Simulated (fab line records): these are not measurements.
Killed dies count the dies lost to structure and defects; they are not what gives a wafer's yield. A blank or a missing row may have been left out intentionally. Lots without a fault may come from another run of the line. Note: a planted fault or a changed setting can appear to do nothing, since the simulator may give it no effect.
Which tool is to blame? + flow n5_finfet + 24 lots, 72 wafers sampled, at 4 steps of a route of 1938

WHAT THE GAUGES SHOWED, per wafer
N5_BEOL_M4_CD_MEAS_11: target cd 16.79 nm. Usual: cd_nm at 16.85 nm, with a standard deviation of 0.23.
| lot  | measured     | on        | cd_nm (nm)        | flag |
|------|--------------|-----------|-------------------|------|
| L074 | day 7 03:16  | cd_sem-03 | 17.04 16.94 16.58 |      |
| L075 | day 7 14:26  | cd_sem-02 | 16.70 16.48 16.60 |      |
| L076 | day 7 22:47  | cd_sem-01 | 17.12 16.90 17.50 |      |
| L077 | day 7 23:57  | cd_sem-02 | 16.83 16.57 16.76 |      |
| L078 | day 8 01:21  | cd_sem-02 | 16.45 16.78 16.99 |      |
| L079 | day 8 10:01  | cd_sem-01 | 17.00 16.76 16.97 |      |
| L080 | day 8 16:53  | cd_sem-03 | 16.63 16.24 16.46 |      |
| L081 | day 9 07:10  | cd_sem-02 | 16.54 17.04 16.95 |      |
| L082 | day 9 20:43  | cd_sem-02 | 17.03 16.88 16.84 |      |
| L083 | day 10 08:10 | cd_sem-02 | 16.65 17.15 16.75 |      |
| L084 | day 10 13:08 | cd_sem-01 | 16.60 16.93 16.75 |      |
| L085 | day 10 16:05 | cd_sem-03 | 16.57 16.97 17.07 |      |
| L086 | day 10 19:45 | cd_sem-01 | 16.76 17.05 16.96 |      |
| L088 | day 10 21:01 | cd_sem-03 | 17.03 16.65 17.01 |      |
| L087 | day 10 21:10 | cd_sem-02 | 16.63 16.92 16.64 |      |
| L089 | day 11 04:10 | cd_sem-02 | 16.85 16.62 16.90 |      |
| L090 | day 11 04:23 | cd_sem-03 | 16.77 17.35 16.79 |      |
| L091 | day 12 05:20 | cd_sem-01 | 16.62 16.91 17.28 |      |
| L092 | day 12 09:11 | cd_sem-01 | 16.49 16.81 17.09 |      |
| L094 | day 12 11:42 | cd_sem-02 | 17.25 17.11 16.70 |      |
| L093 | day 12 12:43 | cd_sem-03 | 16.82 17.02 16.83 |      |
| L095 | day 13 02:05 | cd_sem-01 | 16.95 16.82 16.56 |      |
| L096 | day 13 06:01 | cd_sem-02 | 16.74 17.28 16.78 |      |
| L097 | day 13 06:11 | cd_sem-02 | 16.89 17.65 17.12 |      |

WHAT TOOL EACH LOT RAN ON (gives the tool, then ch and the chambers of the sampled wafers, and finally the start)
| lot  | N5_BEOL_M3_ANNEAL_49         | N5_BEOL_M3_ANNEAL_91         | N5_BEOL_M3_SPUTTER_94        |
|------|------------------------------|------------------------------|------------------------------|
| L074 | pvd_sputter-03, day 6 23:05  | pvd_sputter-03, day 7 00:11  | pvd_sputter-03, day 7 00:32  |
| L075 | pvd_sputter-03, day 7 10:28  | pvd_sputter-03, day 7 11:34  | pvd_sputter-03, day 7 11:55  |
| L076 | pvd_sputter-03, day 7 17:35  | pvd_sputter-03, day 7 18:41  | pvd_sputter-03, day 7 19:03  |
| L077 | pvd_sputter-02, day 7 19:17  | pvd_sputter-02, day 7 20:23  | pvd_sputter-02, day 7 20:44  |
| L078 | pvd_sputter-02, day 7 21:24  | pvd_sputter-02, day 7 22:30  | pvd_sputter-02, day 7 22:52  |
| L079 | pvd_sputter-03, day 8 04:38  | pvd_sputter-03, day 8 05:44  | pvd_sputter-03, day 8 06:06  |
| L080 | pvd_sputter-02, day 8 11:44  | pvd_sputter-02, day 8 12:50  | pvd_sputter-02, day 8 13:12  |
| L081 | pvd_sputter-02, day 9 03:05  | pvd_sputter-02, day 9 04:11  | pvd_sputter-02, day 9 04:32  |
| L082 | pvd_sputter-02, day 9 16:47  | pvd_sputter-02, day 9 17:53  | pvd_sputter-02, day 9 18:14  |
| L083 | pvd_sputter-03, day 10 03:31 | pvd_sputter-03, day 10 04:37 | pvd_sputter-03, day 10 04:58 |
| L084 | pvd_sputter-03, day 10 09:09 | pvd_sputter-03, day 10 10:15 | pvd_sputter-03, day 10 10:37 |
| L085 | pvd_sputter-03, day 10 10:59 | pvd_sputter-03, day 10 12:05 | pvd_sputter-03, day 10 12:27 |
| L086 | pvd_sputter-02, day 10 13:50 | pvd_sputter-02, day 10 14:56 | pvd_sputter-02, day 10 15:18 |
| L088 | pvd_sputter-01, day 10 16:55 | pvd_sputter-01, day 10 18:01 | pvd_sputter-01, day 10 18:23 |
| L087 | pvd_sputter-03, day 10 16:59 | pvd_sputter-03, day 10 18:05 | pvd_sputter-03, day 10 18:27 |
| L089 | pvd_sputter-02, day 10 23:25 | pvd_sputter-02, day 11 00:31 | pvd_sputter-02, day 11 00:52 |
| L090 | pvd_sputter-01, day 11 00:10 | pvd_sputter-01, day 11 01:16 | pvd_sputter-01, day 11 01:37 |
| L091 | pvd_sputter-01, day 12 01:24 | pvd_sputter-01, day 12 02:30 | pvd_sputter-01, day 12 02:52 |
| L092 | pvd_sputter-02, day 12 05:28 | pvd_sputter-02, day 12 06:34 | pvd_sputter-02, day 12 06:55 |
| L094 | pvd_sputter-02, day 12 07:18 | pvd_sputter-02, day 12 08:24 | pvd_sputter-02, day 12 08:46 |
| L093 | pvd_sputter-01, day 12 09:22 | pvd_sputter-01, day 12 10:28 | pvd_sputter-01, day 12 10:49 |
| L095 | pvd_sputter-02, day 12 21:43 | pvd_sputter-02, day 12 22:49 | pvd_sputter-02, day 12 23:11 |
| L096 | pvd_sputter-01, day 13 02:16 | pvd_sputter-01, day 13 03:22 | pvd_sputter-01, day 13 03:43 |
| L097 | pvd_sputter-02, day 13 02:24 | pvd_sputter-02, day 13 03:30 | pvd_sputter-02, day 13 03:52 |
- N5_BEOL_M3_ANNEAL_49: time 240 s.
- N5_BEOL_M3_ANNEAL_91: time 240 s.
- N5_BEOL_M3_SPUTTER_94: material Cu, target thk 4.5 nm, time 8.29 s.

WHAT THE TOOLS THEMSELVES READ (means of the sampled wafers that have a number; where no wafer has one, the mark that the record gives instead)
N5_BEOL_M3_ANNEAL_49. Usual: heater_power_w at 856 W, with a standard deviation of 85.
| lot  | tool           | heater_power_w (W) | flag |
|------|----------------|--------------------|------|
| L074 | pvd_sputter-03 | 924                |      |
| L075 | pvd_sputter-03 | 957                |      |
| L076 | pvd_sputter-03 | 883                |      |
| L077 | pvd_sputter-02 | 830                |      |
| L078 | pvd_sputter-02 | 840                |      |
| L079 | pvd_sputter-03 | 933                |      |
| L080 | pvd_sputter-02 | 842                |      |
| L081 | pvd_sputter-02 | 828                |      |
| L082 | pvd_sputter-02 | 810                |      |
| L083 | pvd_sputter-03 | 889                |      |
| L084 | pvd_sputter-03 | 866                |      |
| L085 | pvd_sputter-03 | 899                |      |
| L086 | pvd_sputter-02 | 844                |      |
| L088 | pvd_sputter-01 | 804                |      |
| L087 | pvd_sputter-03 | 837                |      |
| L089 | pvd_sputter-02 | 819                |      |
| L090 | pvd_sputter-01 | 806                |      |
| L091 | pvd_sputter-01 | 765                |      |
| L092 | pvd_sputter-02 | 851                |      |
| L094 | pvd_sputter-02 | 804                |      |
| L093 | pvd_sputter-01 | 774                |      |
| L095 | pvd_sputter-02 | 796                |      |
| L096 | pvd_sputter-01 | 770                |      |
| L097 | pvd_sputter-02 | 852                |      |

N5_BEOL_M3_ANNEAL_91. Usual: heater_power_w at 855 W, with a standard deviation of 84.
| lot  | tool           | heater_power_w (W) | flag |
|------|----------------|--------------------|------|
| L074 | pvd_sputter-03 | 936                |      |
| L075 | pvd_sputter-03 | 951                |      |
| L076 | pvd_sputter-03 | 891                |      |
| L077 | pvd_sputter-02 | 838                |      |
| L078 | pvd_sputter-02 | 834                |      |
| L079 | pvd_sputter-03 | 933                |      |
| L080 | pvd_sputter-02 | 839                |      |
| L081 | pvd_sputter-02 | 822                |      |
| L082 | pvd_sputter-02 | 828                |      |
| L083 | pvd_sputter-03 | 888                |      |
| L084 | pvd_sputter-03 | 860                |      |
| L085 | pvd_sputter-03 | 907                |      |
| L086 | pvd_sputter-02 | 831                |      |
| L088 | pvd_sputter-01 | 792                |      |
| L087 | pvd_sputter-03 | 816                |      |
| L089 | pvd_sputter-02 | 816                |      |
| L090 | pvd_sputter-01 | 807                |      |
| L091 | pvd_sputter-01 | 762                |      |
| L092 | pvd_sputter-02 | 847                |      |
| L094 | pvd_sputter-02 | 791                |      |
| L093 | pvd_sputter-01 | 771                |      |
| L095 | pvd_sputter-02 | 799                |      |
| L096 | pvd_sputter-01 | 767                |      |
| L097 | pvd_sputter-02 | 868                |      |

N5_BEOL_M3_SPUTTER_94. Usual: chuck_sensor_temp_C -16.0 C, standard deviation 0.46; throttle_valve_pct 30.1 %, standard deviation 1.4.
| lot  | tool           | chuck_sensor_temp_C (C) | throttle_valve_pct (%) | flag |
|------|----------------|-------------------------|------------------------|------|
| L074 | pvd_sputter-03 | -16.1                   | 30.3                   |      |
| L075 | pvd_sputter-03 | -15.7                   | 31.7                   |      |
| L076 | pvd_sputter-03 | -15.6                   | 30.9                   |      |
| L077 | pvd_sputter-02 | -15.9                   | 29.8                   |      |
| L078 | pvd_sputter-02 | -15.8                   | 29.7                   |      |
| L079 | pvd_sputter-03 | -16.0                   | 30.4                   |      |
| L080 | pvd_sputter-02 | -15.9                   | 29.6                   |      |
| L081 | pvd_sputter-02 | -15.7                   | 30.8                   |      |
| L082 | pvd_sputter-02 | -15.7                   | 30.8                   |      |
| L083 | pvd_sputter-03 | -16.1                   | 29.4                   |      |
| L084 | pvd_sputter-03 | -15.8                   | 29.7                   |      |
| L085 | pvd_sputter-03 | -15.8                   | 30.9                   |      |
| L086 | pvd_sputter-02 | -15.6                   | 29.5                   |      |
| L088 | pvd_sputter-01 | -16.2                   | 30.1                   |      |
| L087 | pvd_sputter-03 | -15.6                   | 30.1                   |      |
| L089 | pvd_sputter-02 | -16.0                   | 28.9                   |      |
| L090 | pvd_sputter-01 | -16.2                   | 30.0                   |      |
| L091 | pvd_sputter-01 | -16.3                   | 30.4                   |      |
| L092 | pvd_sputter-02 | -15.8                   | 29.6                   |      |
| L094 | pvd_sputter-02 | -16.1                   | 30.0                   |      |
| L093 | pvd_sputter-01 | -16.4                   | 29.9                   |      |
| L095 | pvd_sputter-02 | -16.2                   | 30.2                   |      |
| L096 | pvd_sputter-01 | -16.2                   | 30.5                   |      |
| L097 | pvd_sputter-02 | -15.6                   | 30.4                   |      |

THE ANSWER, worked out from the rows above alone
Rule: a lot counts as off when the mean over its wafers that have a number is more than 3 standard deviations away from the usual mean. Also off: a lot with no number at a reading for which 4 or more lots have one. Where the step has rows for the other lots, those lots are counted as sound. The gauges are gone through in route order, then the tools' own readings, and for those a lot's mean is taken as printed above. The first step at which some lot is off is used, and at that step the reading that is off furthest; a lot without a number counts as furthest.
No lot is off at any reading shown: from this, nothing can be told.

WHAT THE SIMULATOR PUT IN
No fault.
